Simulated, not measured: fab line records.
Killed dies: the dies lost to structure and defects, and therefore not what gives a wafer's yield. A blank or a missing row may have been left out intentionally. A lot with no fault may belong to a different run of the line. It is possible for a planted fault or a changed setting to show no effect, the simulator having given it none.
Which of the tools did it?	flow nandHarc	at 1 step of a route of 1302, 6 lots with 18 wafers sampled

WHAT THE GAUGES READ, wafer by wafer
NHARC_P_M2_THK_MEAS_24: measures by xrf.
lot	measured	on	thkNm (nm)
L298	day 6 20:15	filmMetro-01	145.6 143.0 145.0
L302	day 8 09:56	filmMetro-02	143.5 147.0 144.2
L307	day 10 13:13	filmMetro-01	143.4 143.9 144.5
L310	day 11 18:39	filmMetro-02	144.5 144.8 144.6
L314	day 13 09:00	filmMetro-01	145.2 143.3 145.0
L319	day 15 16:56	filmMetro-02	143.8 145.8 146.0

EACH LOT AND THE TOOL THAT RAN IT (in order: tool; ch and the chambers of the sampled wafers; start)
Record: no process step prior to these readings.

THE ANSWER, worked out from the rows above alone
Rule: usual is defined by the lots themselves. Put in order of their means at a reading, lots are off if they are a third of the lots or fewer, leave a main group of 4 or more, and stand apart from it by a gap of 3 or more times the standard deviation of the main group's means; of several such gaps the widest counts. A main group is skipped when, at the precision printed for the reading in the tables above, its means are all equal. Also off: a lot with no number at a reading for which 4 or more lots have one. Any other lot the step has rows for is counted as sound.
No lot is off on any of the readings shown, so nothing can be concluded from this.

WHAT THE SIMULATOR HAD INSERTED
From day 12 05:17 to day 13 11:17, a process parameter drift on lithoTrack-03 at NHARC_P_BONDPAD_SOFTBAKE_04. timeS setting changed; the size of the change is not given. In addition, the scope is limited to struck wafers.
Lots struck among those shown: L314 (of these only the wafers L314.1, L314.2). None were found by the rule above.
